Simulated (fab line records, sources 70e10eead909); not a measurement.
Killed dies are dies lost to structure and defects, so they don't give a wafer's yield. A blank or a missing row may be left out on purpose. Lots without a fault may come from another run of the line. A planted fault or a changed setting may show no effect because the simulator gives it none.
fab line records | flow nand_harc
record lots=24 wafers=72 last_day=32
route steps=1302 shown A_ONON_D2@569 A_CHANNEL_HOLE_D2@582 A_STAIRCASE@669
lots that met no fault: from a run of the same line without faults
start_h: hours from the record's first day to the start of the lot's first wafer shown | wait_h: hours since the lot's step before | " the same as in the row above | L1.1+2: a row that stands for several wafers | - no value, or no start given | * or withheld: withheld | < > ~ a bound
route shown NAME@n: a module of which the file shows steps, and the number in the route of the first | usual: mean/standard deviation of fault-free wafers | same: alike in all rows | chamber/n: place in a boat | sites: the reading at each site | _std_site: their standard deviation | _edge_site: outer sites' mean less inner sites' | radius_mm: how far each site lies from the wafer's centre | mask NAME#n: copy n | behind: the tool/chamber that last shaped the wafer | hold: why the lot was held/for how many hours/how that ended | device: the transistor (n, p or np) that didn't switch | end of line: the same wafers' tests at the end of the route | a step without rows: its recipe alone | killed: dies lost to structure and defects at the first sort, not the wafer's yield | map: a wafer's dies, x killed, . not, _ none there
set.NAME: the setting as run; set.NAME@STEP: as run at that earlier step | model.NAME: the simulator's own value behind a step, which no gauge read
steps of the route over a sample of lots; a table a step, a row a wafer
services: from which hour (start_h, from the record's first day; less than 0 if before it) a tool's chamber was out of use, for how many hours, and why
## steps
# step NHARC_A_ONON_D2_INSPECT_32
# usual raw_defect_count=387/120
# columns lot.wafer tool chamber start_h wait_h raw_defect_count
L074.2 defect_inspect-02 - 267.48 0.0 334
L074.3 " - " " 505
L074.6 " - " " 467
L075.3 defect_inspect-01 - 267.49 0.0 383
L075.5 " - " " 362
L075.6 " - " " 553
L076.2 defect_inspect-01 - 286.26 0.0 287
L076.4 " - " " 429
L076.5 " - " " 263
L078.1 defect_inspect-01 - 298.17 0.0 318
L078.4 " - " " 462
L078.6 " - " " 449
L079.2 defect_inspect-01 - 312.18 0.0 378
L079.3 " - " " 277
L079.6 " - " " 443
L077.3 defect_inspect-02 - 324.12 0.0 321
L077.4 " - " " 276
L077.5 " - " " 205
L080.1 defect_inspect-01 - 324.13 0.0 414
L080.3 " - " " 450
L080.5 " - " " 367
L081.1 defect_inspect-02 - 355.21 0.0 319
L081.4 " - " " 400
L081.6 " - " " 364
L082.2 defect_inspect-02 - 355.62 0.0 470
L082.3 " - " " 225
L082.4 " - " " 515
L083.1 defect_inspect-02 - 358.72 0.0 517
L083.2 " - " " 422
L083.6 " - " " 308
L084.1 defect_inspect-01 - 371.43 0.0 442
L084.2 " - " " 498
L084.4 " - " " 368
L085.1 defect_inspect-02 - 371.44 0.0 308
L085.3 " - " " 388
L085.6 " - " " 282
L087.1 defect_inspect-02 - 390.09 0.0 364
L087.2 " - " " 360
L087.3 " - " " 373
L086.2 defect_inspect-01 - 390.10 0.0 281
L086.3 " - " " 450
L086.6 " - " " 292
L088.2 defect_inspect-02 - 402.70 0.0 322
L088.4 " - " " 471
L088.5 " - " " 250
L089.3 defect_inspect-01 - 402.73 0.0 407
L089.4 " - " " 259
L089.6 " - " " 248
L090.3 defect_inspect-01 - 418.11 0.0 392
L090.4 " - " " 298
L090.6 " - " " 338
L092.3 defect_inspect-01 - 432.60 0.0 240
L092.5 " - " " 372
L092.6 " - " " 391
L091.1 defect_inspect-02 - 432.66 0.0 310
L091.5 " - " " 269
L091.6 " - " " 300
L094.4 defect_inspect-01 - 454.83 0.0 291
L094.5 " - " " 400
L094.6 " - " " 374
L093.2 defect_inspect-01 - 455.02 0.0 634
L093.3 " - " " 338
L093.4 " - " " 326
L095.2 defect_inspect-01 - 478.55 0.0 837
L095.4 " - " " 489
L095.5 " - " " 702
L096.1 defect_inspect-01 - 478.65 0.0 494
L096.2 " - " " 331
L096.4 " - " " 570
L097.1 defect_inspect-02 - 492.00 0.0 417
L097.2 " - " " 335
L097.3 " - " " 480
# step NHARC_A_CHANNEL_HOLE_D2_CD_MEAS_10
# recipe target_cd_nm=100 landing_energy_ev=500
# usual cd_nm=100.2/0.44
# columns lot.wafer tool chamber start_h wait_h cd_nm
L074.2 cd_sem-03 0 272.64 - 100.5
L074.3 " 0 " " 100.3
L074.6 " 0 " " 99.4
L075.3 cd_sem-01 0 272.98 - 100.7
L075.5 " 0 " " 99.8
L075.6 " 0 " " 99.8
L076.2 cd_sem-02 0 291.89 - 100.3
L076.4 " 0 " " 100.7
L076.5 " 0 " " 100.3
L078.1 cd_sem-02 0 301.06 - 100.2
L078.4 " 0 " " 99.9
L078.6 " 0 " " 100.6
L079.2 cd_sem-03 0 315.57 - 100.7
L079.3 " 0 " " 100.4
L079.6 " 0 " " 99.7
L077.3 cd_sem-02 0 326.83 - 99.8
L077.4 " 0 " " 100.8
L077.5 " 0 " " 100.5
L080.1 cd_sem-01 0 326.98 - 100.8
L080.3 " 0 " " 100.5
L080.5 " 0 " " 99.8
L081.1 cd_sem-02 0 358.52 - 100.0
L081.4 " 0 " " 100.6
L081.6 " 0 " " 100.4
L082.2 cd_sem-01 0 360.42 - 100.4
L082.3 " 0 " " 100.8
L082.4 " 0 " " 99.9
L083.1 cd_sem-01 0 365.12 - 100.4
L083.2 " 0 " " 100.7
L083.6 " 0 " " 100.2
L084.1 cd_sem-03 0 374.14 - 101.0
L084.2 " 0 " " 100.7
L084.4 " 0 " " 100.1
L085.1 cd_sem-02 0 374.29 - 100.8
L085.3 " 0 " " 100.2
L085.6 " 0 " " 100.4
L087.1 cd_sem-03 0 396.18 - 100.1
L087.2 " 0 " " 100.9
L087.3 " 0 " " 100.3
L086.2 cd_sem-02 0 398.05 - 99.7
L086.3 " 0 " " 99.6
L086.6 " 0 " " 98.8
L088.2 cd_sem-01 0 408.90 - 99.5
L088.4 " 0 " " 99.5
L088.5 " 0 " " 100.0
L089.3 cd_sem-03 0 409.28 - 99.5
L089.4 " 0 " " 99.9
L089.6 " 0 " " 99.4
L090.3 cd_sem-01 0 422.56 - 99.5
L090.4 " 0 " " 100.0
L090.6 " 0 " " 99.8
L092.3 cd_sem-02 0 436.50 - 100.6
L092.5 " 0 " " 99.5
L092.6 " 0 " " 99.9
L091.1 cd_sem-02 0 436.66 - 99.7
L091.5 " 0 " " 99.6
L091.6 " 0 " " 99.7
L094.4 cd_sem-03 0 459.15 - 100.1
L094.5 " 0 " " 100.2
L094.6 " 0 " " 100.4
L093.2 cd_sem-03 0 459.60 - 100.3
L093.3 " 0 " " 101.1
L093.4 " 0 " " 100.5
L095.2 cd_sem-03 0 481.78 - 100.8
L095.4 " 0 " " 100.6
L095.5 " 0 " " 99.8
L096.1 cd_sem-03 0 483.51 - 99.9
L096.2 " 0 " " 100.6
L096.4 " 0 " " 100.3
L097.1 cd_sem-03 0 494.86 - 100.3
L097.2 " 0 " " 100.6
L097.3 " 0 " " 99.8
# step NHARC_A_CHANNEL_HOLE_D2_ETCH_38
# recipe target_depth_a=390 over_etch_frac=0.3 time_s=65 ion_energy_ev=80 cf4_flow_sccm=150 ar_flow_sccm=0 rf_w=300 bias_w=100 chemistry=CF4
# usual drypump_motor_current_A=5.8/0.36 oes_product_au=1.001/0.0098 rf_vpp_V=151.4/1.1 showerhead_plenum_p_Torr=1.78/0.057 throttle_valve_pct=13.284/0.0096
# columns lot.wafer tool chamber start_h wait_h drypump_motor_current_A oes_product_au rf_hours_counter_h rf_vpp_V showerhead_plenum_p_Torr throttle_valve_pct
L074.3 rie_diel-05 0 272.91 0.1 6.2 0.989 3 151.6 1.72 13.288
L074.2 " 2 " " 5.8 0.992 3 152.9 1.83 13.284
L074.6 " 0 " " 6.2 0.988 - 151.7 1.72 13.282
L075.3 rie_diel-06 2 273.25 0.1 5.9 0.987 7 152.8 1.86 13.300
L075.6 " 2 " " 5.9 0.998 - 150.9 1.86 13.285
L075.5 " 3 " " 5.2 1.017 - 149.3 1.68 13.295
L076.2 rie_diel-05 3 292.19 0.1 5.7 0.992 5 151.8 1.80 13.289
L076.4 " 0 " " 6.2 0.995 4 151.4 1.72 13.288
L076.5 " 3 " " 5.8 0.994 - 152.2 1.80 13.294
L078.4 rie_diel-06 2 301.34 0.1 5.9 1.000 0 150.9 1.86 13.282
L078.1 " 0 " " 5.5 1.002 0 150.2 1.72 13.278
L078.6 " 2 " " 5.9 1.000 - 153.8 1.86 13.291
L079.2 rie_diel-10 0 315.83 0.1 6.6 1.006 4 151.2 1.74 13.296
L079.3 " 2 " " 5.3 1.007 4 150.9 1.69 13.288
L079.6 " 1 " " 6.4 1.005 - 153.2 1.83 13.293
L077.4 rie_diel-05 0 327.10 0.1 6.1 1.001 7 149.2 1.72 13.275
L077.3 " 2 " " 5.8 1.001 6 151.8 1.83 13.276
L077.5 " 0 " " 6.1 0.997 - 151.5 1.72 13.274
L080.1 rie_diel-10 2 327.26 0.1 5.3 1.011 4 150.9 1.69 13.299
L080.3 " 3 " " 6.2 0.990 5 151.6 1.78 13.295
L080.5 " 2 " " 5.3 1.014 - 149.2 1.69 13.287
L081.1 rie_diel-05 1 358.81 0.1 5.8 1.005 10 151.2 1.82 13.272
L081.4 " 2 " " 5.8 0.997 8 152.3 1.83 13.283
L081.6 " 3 " " 5.7 1.002 - 150.6 1.80 13.302
L082.3 rie_diel-05 1 360.69 0.1 5.8 0.997 11 151.8 1.82 13.287
L082.2 " 2 " " 5.8 0.995 8 152.9 1.83 13.292
L082.4 " 3 " " 5.7 0.995 11 151.8 1.80 13.292
L083.2 rie_diel-05 0 365.40 0.1 6.2 1.004 12 149.4 1.72 13.293
L083.1 " 1 " " 5.8 1.008 12 150.6 1.82 13.311
L083.6 " 0 " " 6.2 1.000 - 152.1 1.72 13.289
L084.4 rie_diel-06 0 374.44 0.1 5.5 1.003 3 151.2 1.72 13.267
L084.1 " 1 " " 5.8 1.016 3 151.1 1.77 13.258
L084.2 " 2 " " 5.9 1.012 3 152.6 1.86 13.274
L085.1 rie_diel-05 0 374.57 0.1 6.2 0.994 13 151.6 1.72 13.281
L085.3 " 2 " " 5.8 0.992 9 152.7 1.83 13.294
L085.6 " 3 " " 5.7 0.983 - 152.6 1.80 13.294
L087.1 rie_diel-06 1 396.45 0.1 5.7 1.001 5 150.4 1.77 13.288
L087.2 " 2 " " 5.9 1.003 4 152.1 1.85 13.278
L087.3 " 0 " " 5.5 0.997 4 150.0 1.72 13.303
L086.2 rie_diel-05 2 398.33 0.1 5.8 1.020 0 153.2 1.83 13.273
L086.3 " 0 " " 6.1 1.000 0 150.7 1.72 13.278
L086.6 " 1 " " 5.8 1.015 - 152.7 1.82 13.282
L088.2 rie_diel-10 2 409.17 0.1 5.3 1.018 0 149.4 1.69 13.280
L088.4 " 3 " " 6.2 0.987 0 152.5 1.78 13.290
L088.5 " 2 " " 5.3 1.014 - 150.5 1.69 13.300
L089.4 rie_diel-05 1 409.55 0.1 5.8 1.001 1 152.0 1.82 13.280
L089.3 " 2 " " 5.8 1.022 1 153.1 1.83 13.285
L089.6 " 1 " " 5.8 0.994 - 153.7 1.82 13.293
L090.4 rie_diel-10 2 422.85 0.1 5.3 1.018 1 151.1 1.69 13.280
L090.3 " 3 " " 6.2 0.993 1 152.1 1.78 13.274
L090.6 " 2 " " 5.3 1.006 - 150.4 1.69 13.299
L092.3 rie_diel-05 2 436.78 0.1 5.8 1.014 2 152.0 1.83 13.282
L092.6 " 2 " " 5.8 1.015 - 150.9 1.83 13.280
L092.5 " 3 " " 5.8 0.987 - 151.9 1.80 13.290
L091.1 rie_diel-06 1 436.95 0.1 5.8 0.998 7 152.0 1.77 13.279
L091.6 " 2 " " 5.9 0.998 - 153.0 1.85 13.294
L091.5 " 3 " " 5.2 1.007 - 150.2 1.68 13.291
L094.5 rie_diel-05 2 459.46 0.1 5.8 1.013 - 152.0 1.83 13.274
L094.4 " 3 " " 5.7 0.979 - 150.7 1.80 13.275
L094.6 " 1 " " 5.8 0.995 - 152.0 1.82 13.284
L093.4 rie_diel-10 1 459.87 0.1 6.4 1.005 4 155.3 1.83 13.278
L093.3 " 2 " " 5.3 1.011 5 149.1 1.69 13.284
L093.2 " 3 " " 6.2 0.988 5 151.7 1.78 13.291
L095.2 rie_diel-10 2 482.08 0.1 5.3 1.019 6 151.0 1.69 13.285
L095.4 " 1 " " 6.4 0.997 - 151.7 1.83 13.280
L095.5 " 2 " " 5.3 1.022 - 149.9 1.69 13.270
L096.2 rie_diel-06 0 483.81 0.1 5.5 1.020 1 150.6 1.72 13.290
L096.1 " 1 " " 5.8 0.985 1 152.2 1.77 13.287
L096.4 " 0 " " 5.5 1.023 - 149.7 1.72 13.275
L097.3 rie_diel-06 1 495.13 0.1 5.7 1.003 2 150.5 1.77 13.280
L097.2 " 2 " " 5.9 0.994 0 152.5 1.85 13.291
L097.1 " 3 " " 5.2 1.005 2 150.3 1.68 13.275
# step NHARC_A_CHANNEL_HOLE_D2_ETCH_44
# recipe target_depth_a=1400 overetch_a=140 time_s=77 ion_energy_ev=100 cf4_flow_sccm=80 o2_flow_sccm=20 ar_flow_sccm=0 rf_w=300 bias_w=100 chemistry=CF4/O2
# usual drypump_motor_current_A=5.8/0.4 oes_f_703_au=1.000/0.0042 oes_product_au=1.002/0.011 rf_vpp_V=197.6/1.4 showerhead_plenum_p_Torr=1.33/0.048 throttle_valve_pct=13.397/0.0086
# columns lot.wafer tool chamber start_h wait_h drypump_motor_current_A oes_f_703_au oes_product_au rf_hours_counter_h rf_vpp_V showerhead_plenum_p_Torr throttle_valve_pct
L074.2 rie_diel-10 0 278.74 0.1 6.6 1.005 1.010 3.6 197.1 1.31 13.387
L074.3 " 2 " " 5.3 0.996 1.009 2.6 196.4 1.27 13.383
L074.6 " 0 " " 6.6 0.999 0.993 - 196.2 1.32 13.397
L075.3 rie_diel-06 0 279.81 0.1 5.5 0.995 1.004 9.5 196.8 1.30 13.397
L075.5 " 3 " " 5.2 1.001 1.000 - 195.3 1.26 13.390
L075.6 " 0 " " 5.5 1.001 1.009 - 195.9 1.30 13.390
L076.2 rie_diel-05 0 303.11 0.1 6.1 1.000 0.993 5.8 196.1 1.30 13.406
L076.5 " 0 " " 6.1 1.000 0.990 - 196.9 1.30 13.403
L076.4 " 1 " " 5.8 0.994 0.993 - 199.4 1.38 13.409
L078.1 rie_diel-06 2 311.40 0.1 5.9 0.998 1.005 0.8 199.6 1.40 13.393
L078.4 " 0 " " 5.5 1.003 0.999 0.7 198.4 1.30 13.393
L078.6 " 2 " " 5.9 0.999 1.004 - 198.7 1.40 13.403
L079.2 rie_diel-10 0 321.65 0.1 6.6 0.998 1.006 4.3 197.0 1.31 13.388
L079.3 " 1 " " 6.4 0.997 1.005 4.7 199.8 1.39 13.399
L079.6 " 2 " " 5.3 1.003 1.003 - 196.9 1.27 13.380
L077.3 rie_diel-06 2 332.90 0.1 5.9 0.999 1.014 1.6 198.6 1.40 13.405
L077.4 " 3 " " 5.2 1.003 1.011 1.2 195.1 1.26 13.399
L077.5 " 3 " " 5.2 0.998 0.996 - 197.0 1.26 13.398
L080.1 rie_diel-05 0 333.06 0.1 6.1 1.000 0.998 7.9 196.5 1.30 13.404
L080.3 " 2 " " 5.8 1.001 0.995 6.6 198.7 1.39 13.416
L080.5 " 0 " " 6.2 1.007 1.002 - 195.6 1.30 13.406
L081.4 rie_diel-06 0 366.73 0.1 5.5 0.997 1.007 2.9 196.6 1.30 13.399
L081.1 " 2 " " 5.9 1.003 0.997 2.8 199.6 1.40 13.391
L081.6 " 0 " " 5.5 1.004 1.004 - 197.5 1.30 13.395
L082.4 rie_diel-06 0 370.91 0.1 5.5 1.005 1.006 3.1 196.8 1.30 13.394
L082.3 " 1 " " 5.8 1.000 1.022 3.2 196.5 1.34 13.399
L082.2 " 2 " " 5.9 0.995 1.000 2.8 198.5 1.40 13.400
L083.1 rie_diel-06 3 375.40 0.1 5.2 0.998 1.009 3.3 196.8 1.26 13.409
L083.2 " 0 " " 5.5 1.009 1.010 3.7 197.0 1.30 13.387
L083.6 " 3 " " 5.2 1.004 1.007 - 195.3 1.26 13.404
L084.1 rie_diel-06 1 383.39 0.1 5.8 1.000 1.009 4.2 199.1 1.34 13.404
L084.2 " 3 " " 5.2 1.004 1.019 3.5 198.0 1.26 13.398
L084.4 " 0 " " 5.5 1.004 1.013 3.9 196.3 1.30 13.407
L085.3 rie_diel-10 3 383.39 0.1 6.2 1.005 0.984 7.7 196.3 1.34 13.380
L085.1 " 0 " " 6.6 0.996 1.004 7.2 197.0 1.31 13.388
L085.6 " 3 " " 6.2 1.001 0.992 - 199.4 1.34 13.410
L087.3 rie_diel-05 0 402.26 0.1 6.2 1.003 0.990 0.7 198.8 1.30 13.388
L087.1 " 1 " " 5.8 0.997 1.008 0.5 199.1 1.38 13.391
L087.2 " 3 " " 5.7 0.994 0.986 0.9 198.2 1.36 13.404
L086.2 rie_diel-06 1 404.14 0.1 5.8 1.000 1.012 5.1 197.6 1.34 13.411
L086.3 " 2 " " 5.9 1.005 1.008 5.1 198.6 1.40 13.412
L086.6 " 2 " " 5.9 0.996 1.004 - 200.1 1.40 13.396
L088.4 rie_diel-10 3 414.99 0.1 6.2 1.007 0.984 0.9 197.1 1.34 13.399
L088.2 " 2 " " 5.3 1.000 1.014 0.9 197.2 1.27 13.394
L088.5 " 0 " " 6.5 0.995 1.003 - 196.2 1.31 13.395
L089.3 rie_diel-05 3 415.36 0.1 5.7 0.994 0.998 1.5 199.2 1.36 13.391
L089.4 " 0 " " 6.2 0.998 0.988 1.3 195.4 1.29 13.399
L089.6 " 2 " " 5.8 1.002 1.017 - 200.8 1.39 13.396
L090.3 rie_diel-05 1 428.73 0.1 5.8 1.005 0.996 1.7 198.5 1.38 13.403
L090.6 " 3 " " 5.7 1.006 0.987 - 197.2 1.36 13.408
L090.4 " 1 " " 5.8 1.001 1.004 - 198.6 1.38 13.397
L091.1 rie_diel-06 2 442.72 0.1 5.9 1.008 0.992 6.5 199.2 1.40 13.414
L091.6 " 2 " " 5.9 0.993 0.999 - 197.5 1.40 13.388
L091.5 " 3 " " 5.2 0.996 1.007 - 196.3 1.26 13.402
L092.3 rie_diel-10 3 444.87 0.0 6.2 1.000 0.985 3.9 196.9 1.34 13.386
L092.5 " 3 " " 6.2 1.000 0.983 - 198.3 1.34 13.402
L092.6 " 0 " " 6.6 1.005 1.010 - 198.8 1.31 13.400
L094.4 rie_diel-06 0 471.14 0.1 5.5 1.004 0.994 0.0 196.4 1.29 13.403
L094.6 " 2 " " 5.9 1.006 0.995 - 197.6 1.40 13.388
L094.5 " 3 " " 5.2 1.001 1.002 - 194.8 1.26 13.420
L093.3 rie_diel-06 3 474.02 0.1 5.2 1.003 1.020 0.2 196.4 1.26 13.396
L093.2 " 0 " " 5.5 1.003 1.008 0.1 197.2 1.29 13.406
L093.4 " 1 " " 5.8 0.999 0.984 0.1 197.9 1.33 13.400
L095.2 rie_diel-06 0 491.60 0.1 5.5 1.009 1.003 1.6 197.2 1.29 13.393
L095.4 " 0 " " 5.5 1.004 1.008 - 195.8 1.29 13.409
L095.5 " 1 " " 5.7 1.005 0.995 - 198.1 1.33 13.399
L096.4 rie_diel-10 2 491.70 0.1 5.3 1.001 1.013 6.5 197.4 1.27 13.404
L096.2 " 3 " " 6.2 0.997 0.966 6.8 198.5 1.34 13.399
L096.1 " 0 " " 6.6 1.007 0.989 5.1 196.8 1.31 13.406
L097.1 rie_diel-10 2 505.10 0.0 5.3 1.003 1.005 6.7 195.8 1.27 13.402
L097.3 " 0 " " 6.6 1.002 1.003 5.5 197.3 1.31 13.384
L097.2 " 1 " " 6.4 1.001 1.006 6.0 199.1 1.39 13.396
# step NHARC_A_STAIRCASE_ETCH_13
# recipe target_depth_a=1000 time_s=40.5 ion_energy_ev=400 c4f8_flow_sccm=20 o2_flow_sccm=10 ar_flow_sccm=withheld rf_w=600 bias_w=1000 chemistry=C4F8/O2
# usual oes_product_au=0.948/0.013 rf_vpp_V=894/5.3
# columns lot.wafer tool chamber start_h wait_h oes_product_au rf_hours_counter_h rf_vpp_V
L074.3 rie_diel-08 1 - - 0.976 55 892
L074.2 " 3 " " 0.954 48 893
L074.6 " 1 " " 0.976 - 893
L075.3 rie_diel-07 3 - - 0.961 17 892
L075.6 " 0 " " 0.942 - 902
L075.5 " 1 " " 0.952 - 906
L076.2 rie_diel-07 2 - - 0.961 23 899
L076.4 " 3 " " 0.974 25 891
L076.5 " 1 " " 0.957 - 905
L078.1 rie_diel-08 0 - - 0.948 4 899
L078.4 " 1 " " 0.914 4 893
L078.6 " 0 " " 0.936 - 897
L079.2 rie_diel-01 2 - - 0.962 3 904
L079.3 " 0 " " 0.957 2 894
L079.6 " 3 " " 0.955 - 899
L077.3 rie_diel-01 2 - - 0.942 6 903
L077.4 " 0 " " 0.968 6 895
L077.5 " 1 " " 0.948 - 888
L080.1 rie_diel-08 3 - - 0.953 18 892
L080.3 " 1 " " 0.935 12 892
L080.5 " 2 " " 0.930 - 888
L081.1 rie_diel-08 3 - - 0.958 27 890
L081.4 " 1 " " 0.935 19 892
L081.6 " 0 " " 0.949 - 899
L083.2 rie_diel-08 2 - - 0.957 23 890
L083.1 " 1 " " 0.957 20 893
L083.6 " 3 " " 0.954 - 891
L082.2 rie_diel-01 0 - - 0.947 18 894
L082.3 " 1 " " 0.945 21 888
L082.4 " 2 " " 0.959 20 902
L084.1 rie_diel-08 1 - - 0.917 24 891
L084.2 " 2 " " 0.922 27 891
L084.4 " 3 " " 0.937 32 891
L085.1 rie_diel-08 3 - - 0.939 32 890
L085.3 " 0 " " 0.932 31 898
L085.6 " 0 " " 0.933 - 899
L086.3 rie_diel-08 1 - - 0.938 32 891
L086.2 " 2 " " 0.947 35 890
L086.6 " 3 " " 0.945 - 892
L087.1 rie_diel-01 2 - - 0.940 32 901
L087.2 " 3 " " 0.932 29 901
L087.3 " 1 " " 0.942 33 887
L089.4 rie_diel-07 2 - - 0.960 7 900
L089.3 " 0 " " 0.935 4 899
L089.6 " 2 " " 0.960 - 901
L088.4 rie_diel-08 3 - - 0.963 46 891
L088.2 " 0 " " 0.949 43 898
L088.5 " 2 " " 0.963 - 888
L090.3 rie_diel-08 2 - - 0.950 47 889
L090.4 " 1 " " 0.928 43 893
L090.6 " 2 " " 0.940 - 889
L092.3 rie_diel-08 1 - - 0.949 47 892
L092.6 " 0 " " 0.968 - 898
L092.5 " 1 " " 0.944 - 892
L091.1 rie_diel-07 2 - - 0.936 16 900
L091.5 " 2 " " 0.939 - 900
L091.6 " 3 " " 0.951 - 891
L094.4 rie_diel-01 2 - - 0.972 58 901
L094.5 " 0 " " 0.959 - 893
L094.6 " 1 " " 0.969 - 887
L093.3 rie_diel-08 3 - - 0.929 1 890
L093.2 " 1 " " 0.928 1 891
L093.4 " 1 " " 0.937 - 892
L095.2 rie_diel-08 2 - - 0.935 8 888
L095.4 " 0 " " 0.942 1 896
L095.5 " 2 " " 0.947 - 890
L096.2 rie_diel-07 1 - - 0.966 34 905
L096.4 " 3 " " 0.951 39 889
L096.1 " 0 " " 0.948 17 899
L097.1 rie_diel-08 2 - - 0.965 12 888
L097.2 " 3 " " 0.956 15 891
L097.3 " 0 " " 0.944 7 898
# step NHARC_A_STAIRCASE_TRIM_187
# recipe time_s=211.2 o2_flow_sccm=500 ar_flow_sccm=0 bias_w=0 chemistry=O2
# usual drypump_motor_current_A=5.6/0.46 oes_product_au=1.002/0.0095 rf_vpp_V=57.8/1 showerhead_plenum_p_Torr=3.51/0.15 throttle_valve_pct=17.036/0.009
# columns lot.wafer tool chamber start_h wait_h drypump_motor_current_A oes_product_au rf_hours_counter_h rf_vpp_V showerhead_plenum_p_Torr throttle_valve_pct
L074.3 rie_diel-01 0 334.45 0.1 4.9 0.995 44 59.1 3.48 17.040
L074.2 " 1 " " 5.8 1.002 50 57.4 3.30 17.021
L074.6 " 2 " " 5.9 0.995 - 56.8 3.72 17.046
L075.3 rie_diel-07 0 335.27 0.1 4.8 0.991 15 58.1 3.65 17.049
L075.5 " 0 " " 4.8 0.995 - 58.4 3.65 17.037
L075.6 " 1 " " 5.7 0.993 - 57.5 3.79 17.043
L076.4 rie_diel-07 1 361.51 0.1 5.7 1.006 21 58.5 3.79 17.034
L076.2 " 2 " " 6.2 1.011 23 58.2 3.65 17.031
L076.5 " 0 " " 4.8 0.981 - 57.6 3.64 17.033
L078.4 rie_diel-01 1 369.79 0.1 5.8 1.014 1 57.1 3.30 17.045
L078.1 " 2 " " 5.9 1.010 1 58.6 3.71 17.032
L078.6 " 0 " " 4.9 1.002 - 58.7 3.47 17.032
L079.2 rie_diel-07 3 380.03 0.1 4.7 1.006 34 57.9 3.40 17.034
L079.3 " 0 " " 4.8 0.983 31 57.9 3.64 17.031
L079.6 " 2 " " 6.1 1.010 - 59.2 3.64 17.007
L077.3 rie_diel-08 2 389.77 0.1 6.1 0.992 15 57.2 3.35 17.033
L077.4 " 3 " " 5.8 1.008 - 56.5 3.40 17.043
L077.5 " 0 " " 5.0 1.012 - 58.6 3.59 17.029
L080.3 rie_diel-08 3 390.79 0.1 5.8 1.006 19 57.2 3.40 17.031
L080.1 " 0 " " 5.0 1.013 17 59.1 3.59 17.053
L080.5 " 3 " " 5.8 1.008 - 58.4 3.40 17.039
L081.1 rie_diel-08 3 422.90 0.1 5.8 1.005 28 57.6 3.40 17.033
L081.4 " 0 " " 5.0 1.002 26 58.4 3.58 17.021
L081.6 " 2 " " 6.1 0.992 - 58.9 3.35 17.055
L083.1 rie_diel-01 1 428.63 0.1 5.8 1.012 23 56.7 3.29 17.038
L083.2 " 2 " " 5.9 0.996 21 58.3 3.70 17.027
L083.6 " 0 " " 5.0 0.998 - 57.5 3.46 17.040
L082.2 rie_diel-08 0 428.80 0.1 5.0 1.003 28 58.8 3.58 17.030
L082.4 " 2 " " 6.1 0.993 24 56.7 3.35 17.034
L082.3 " 3 " " 5.8 1.005 30 56.8 3.40 17.045
L084.4 rie_diel-07 2 440.41 0.1 6.1 1.014 47 57.6 3.63 17.022
L084.2 " 3 " " 4.7 1.024 53 59.0 3.39 17.028
L084.1 " 1 " " 5.7 0.999 49 58.1 3.77 17.049
L085.1 rie_diel-01 0 441.12 0.1 5.0 1.000 25 59.7 3.46 17.037
L085.3 " 3 " " 5.5 1.000 22 58.8 3.64 17.023
L085.6 " 1 " " 5.8 1.001 - 56.8 3.29 17.040
L086.3 rie_diel-01 3 457.75 0.1 5.6 0.999 30 57.3 3.63 17.034
L086.2 " 1 " " 5.8 0.998 33 58.0 3.28 17.030
L086.6 " 3 " " 5.5 1.003 - 55.9 3.63 17.050
L087.1 rie_diel-08 1 459.73 0.1 5.6 0.992 34 57.9 3.42 17.029
L087.2 " 2 " " 6.1 0.997 37 56.2 3.34 17.051
L087.3 " 0 " " 4.9 1.010 38 56.6 3.58 17.010
L088.2 rie_diel-01 1 473.24 0.1 5.8 1.003 37 57.4 3.28 17.047
L088.4 " 3 " " 5.5 1.011 37 58.3 3.63 17.044
L088.5 " 0 " " 4.9 1.008 - 57.1 3.45 17.036
L089.3 rie_diel-08 0 473.40 0.1 5.0 0.991 45 58.2 3.57 17.043
L089.4 " 3 " " 5.8 1.005 48 56.9 3.39 17.041
L089.6 " 1 " " 5.6 0.997 - 57.4 3.42 17.027
L090.4 rie_diel-01 2 487.41 0.1 5.9 0.999 41 59.0 3.69 17.036
L090.3 " 3 " " 5.5 0.999 40 57.4 3.63 17.042
L090.6 " 1 " " 5.8 1.001 - 57.3 3.28 17.025
L092.3 rie_diel-08 0 504.21 0.1 5.0 1.000 54 59.6 3.57 17.045
L092.6 " 3 " " 5.8 1.009 - 57.7 3.38 17.034
L092.5 " 0 " " 5.0 0.993 - 58.8 3.57 17.038
L091.1 rie_diel-08 2 505.24 0.2 6.1 0.990 54 55.9 3.33 17.036
L091.6 " 1 " " 5.6 0.984 - 56.4 3.41 17.024
L091.5 " 2 " " 6.1 1.000 - 56.5 3.33 17.035
L094.5 rie_diel-08 3 533.77 0.1 5.8 1.006 - 57.5 3.38 17.043
L094.6 " 1 " " 5.6 1.006 - 56.0 3.41 17.042
L094.4 " 2 " " 6.1 0.999 - 57.6 3.33 17.038
L093.3 rie_diel-08 1 537.56 0.1 5.6 1.003 3 58.7 3.41 17.025
L093.2 " 2 " " 6.1 1.001 2 56.6 3.33 17.040
L093.4 " 1 " " 5.6 1.007 - 58.6 3.41 17.045
L095.2 rie_diel-07 2 549.59 0.1 6.1 0.992 38 59.0 3.61 17.035
L095.4 " 0 " " 4.8 1.007 18 58.0 3.61 17.048
L095.5 " 3 " " 4.7 0.994 - 57.5 3.37 17.025
L096.4 rie_diel-01 1 550.15 0.2 5.8 1.004 2 57.7 3.81 17.027
L096.1 " 2 " " 5.9 1.006 2 58.5 3.68 17.025
L096.2 " 3 " " 5.5 1.000 2 57.2 3.61 17.019
L097.1 rie_diel-01 1 561.44 0.1 5.8 1.019 7 57.7 3.80 17.039
L097.2 " 3 " " 5.6 0.997 6 57.4 3.61 17.026
L097.3 " 0 " " 4.9 1.014 6 58.0 3.44 17.039
## services
# columns tool chamber start_h hours kind
rie_diel-05 0 273.77 4.3 repair
rie_diel-05 3 274.65 1.6 repair
rie_diel-08 2 276.16 7.6 repair
rie_diel-06 - 283.21 9.0 pm
rie_diel-01 - 299.53 0.1 repair
rie_diel-05 3 299.85 8.7 repair
rie_diel-05 0 336.99 3.2 repair
rie_diel-05 2 342.48 4.2 repair
rie_diel-08 - 344.08 9.0 pm
rie_diel-01 - 357.45 9.0 pm
rie_diel-05 1 363.69 1.4 repair
rie_diel-05 - 382.60 9.0 pm
rie_diel-08 1 388.98 4.8 repair
rie_diel-06 2 418.66 10.4 repair
rie_diel-05 0 424.21 52.0 repair
rie_diel-01 0 445.29 6.0 repair
rie_diel-05 2 455.23 1.5 repair
rie_diel-06 - 460.21 9.0 pm
rie_diel-06 2 475.92 19.0 repair
rie_diel-08 - 521.13 9.0 pm
rie_diel-05 0 526.73 8.2 repair
rie_diel-08 0 531.37 11.6 repair
rie_diel-08 2 535.16 2.0 repair
rie_diel-05 - 559.60 9.0 pm
## key
fault none
